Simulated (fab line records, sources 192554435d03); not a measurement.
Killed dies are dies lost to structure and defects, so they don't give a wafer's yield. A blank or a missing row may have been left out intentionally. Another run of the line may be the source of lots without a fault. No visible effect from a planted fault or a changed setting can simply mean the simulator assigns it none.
One fault seen from 2 desks | flow n5-finfet | every desk sees just its own numbers, and what lay behind them comes last

THE TOOL OWNER'S DESK: implanter-02
The tool's own readings at N5_MOL_CONTACT_COAG_IMPLANT_129: means of the sampled wafers that have a number, for each lot that ran on this tool. A lot is out of limits, marked OUT, if its mean lies more than 4 standard deviations from the usual mean; the brackets give that distance.
Columns: A = beam-energy-keV at N5_MOL_CONTACT_COAG_IMPLANT_129, usual 2.9998; B = dose-ions-cm2 at N5_MOL_CONTACT_COAG_IMPLANT_129, usual 6.001e+14; C = end-station-pressure-torr at N5_MOL_CONTACT_COAG_IMPLANT_129, usual 6e-06 Torr
lot  | first seen here | A                        | B         | C
L315 | day 5 04:23     | 3.0002                   | 5.992e+14 | 6e-06
L317 | day 5 06:44     | 2.9997                   | 6.004e+14 | 6e-06
L319 | day 5 20:11     | 2.9985                   | 6.004e+14 | 6e-06
L331 | day 8 19:14     | 1.2745 (-99 or more) OUT | 5.995e+14 | 1e-05 (+12) OUT
L332 | day 8 21:02     | 1.2747 (-99 or more) OUT | 5.994e+14 | 1e-05 (+11) OUT
Finding of this desk: L331, L332 out of limits; the first was L331 at day 8 19:14, on beam-energy-keV at N5_MOL_CONTACT_COAG_IMPLANT_129. L315, L317, L319: within limits.

THE METROLOGY DESK
Lot by lot, what the gauges showed, no matter which tool ran the lot: averages of those sampled wafers that carry a number. A lot is out of limits, marked OUT, if its mean lies more than 4 standard deviations from the usual mean; the brackets give that distance. Shown are 7 of the 14 readings it has, namely the first that went out of limits plus those furthest out on some lot.
Columns: A = ION_P at N5_BEOL_M4_RC_MEAS_101, usual 463 uA/um; B = RC_DENSE_N at N5_BEOL_M4_RC_MEAS_101, usual 19.2 ohm.um; C = RC_DENSE_P at N5_BEOL_M4_RC_MEAS_101, usual 24.1 ohm.um; D = RC_N at N5_BEOL_M4_RC_MEAS_101, usual 15.7 ohm.um; E = RC_P at N5_BEOL_M4_RC_MEAS_101, usual 19.6 ohm.um; F = SS_P at N5_BEOL_M4_RC_MEAS_101, usual 73.6 mV/dec; G = VT_P at N5_BEOL_M4_RC_MEAS_101, usual -249 mV
lot  | first seen here | A   | B               | C               | D               | E               | F    | G
L317 | day 12 01:04    | 476 | 18.9            | 23.8            | 15.4            | 19.2            | 74.0 | -249
L315 | day 12 07:17    | 465 | 19.0            | 23.9            | 15.5            | 19.5            | 73.2 | -243
L316 | day 12 09:55    | 461 | 19.4            | 24.2            | 15.8            | 19.7            | 73.8 | -249
L319 | day 12 14:16    | 450 | 19.2            | 24.1            | 15.7            | 19.6            | 73.4 | -253
L321 | day 13 17:46    | 470 | 18.7            | 23.3            | 15.2            | 19.0            | 74.6 | -248
L332 | day 15 12:46    | 458 | 23.3 (+8.2) OUT | 29.0 (+7.6) OUT | 19.1 (+8.9) OUT | 23.7 (+8.3) OUT | 74.0 | -249
L331 | day 15 22:14    | 454 | 23.8 (+9.1) OUT | 29.5 (+8.3) OUT | 19.3 (+9.4) OUT | 24.1 (+9.0) OUT | 74.2 | -251
L334 | day 16 18:10    | 464 | 19.1            | 23.5            | 15.5            | 19.3            | 73.2 | -252
L336 | day 17 01:52    | 462 | 19.0            | 23.9            | 15.5            | 19.5            | 73.5 | -249
Per this desk, out of limits: L331, L332; the first was L332, day 15 12:46 (RC_DENSE_N at N5_BEOL_M4_RC_MEAS_101). L317, L315, L316, L319, L321, L334, L336: within limits.

BROUGHT TOGETHER
The tool owner's desk had the chance to raise an alarm at day 8 19:14 on L331, L332.
At day 15 12:46 the metrology desk could have sounded an alarm, on L331, L332.
All the named lots went through N5_MOL_CONTACT_COAG_IMPLANT_129 on implanter-02.

WHAT WAS PUT IN BY THE SIMULATOR
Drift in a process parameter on implanter-02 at N5_MOL_CONTACT_COAG_IMPLANT_129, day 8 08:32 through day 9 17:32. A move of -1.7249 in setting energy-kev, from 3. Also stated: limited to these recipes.
Struck lots among those shown: L331, L332.
Delay (hours) between the fault's onset and each desk's first out-of-limits reading: 11 at the tool owner's desk, 172 at the metrology desk.
